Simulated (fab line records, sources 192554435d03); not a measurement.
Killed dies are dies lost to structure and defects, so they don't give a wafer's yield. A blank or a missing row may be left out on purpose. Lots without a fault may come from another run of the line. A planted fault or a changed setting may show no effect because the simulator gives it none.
Chamber matching | flow n5_finfet | N5_MOL_CONTACT_COAG_STRIP_98 on rie_diel-04: 4 sister chambers
The step strips in N2/H2. 4 wafers are shown with their chamber, then 7 later ones without.

WAFERS WITH THEIR CHAMBER
wafer  | chamber | showerhead_plenum_p_Torr (Torr)
L088.2 | 1       | 3.30
L090.6 | 3       | 3.44
L091.1 | 0       | 3.44
L091.3 | 2       | 3.33

WAFERS WITHOUT THEIR CHAMBER
wafer  | showerhead_plenum_p_Torr (Torr)
L091.6 | 3.43
L093.3 | 3.33
L093.4 | 3.44
L093.5 | 3.43
L095.4 | 3.29
L095.5 | 3.43
L095.6 | 3.33

WHICH CHAMBER EACH WENT THROUGH
wafer  | from the rows above     | in truth
L091.6 | can't be placed: 0 or 3 | 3
L093.3 | 2                       | 2
L093.4 | can't be placed: 0 or 3 | 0
L093.5 | can't be placed: 0 or 3 | 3
L095.4 | 1                       | 1
L095.5 | can't be placed: 0 or 3 | 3
L095.6 | 2                       | 2
Placed correctly: 3 of 7. Can't be placed from these rows: 4 (the true chamber is among the candidates in 4). Placed wrongly: 0.
How it was worked out, from the rows above alone: a wafer's distance from a chamber is the root of the sum, over the readings, of the square of ((its reading less the chamber's mean) divided by the reading's scatter). The wafer belongs to the nearest chamber; if the next one is less than 2 further off, it can't be placed. A chamber's mean is the mean of its shown wafers. The scatter: with one shown wafer a chamber, the root of the mean of the squares of how far each hidden wafer lies from its nearest shown one.
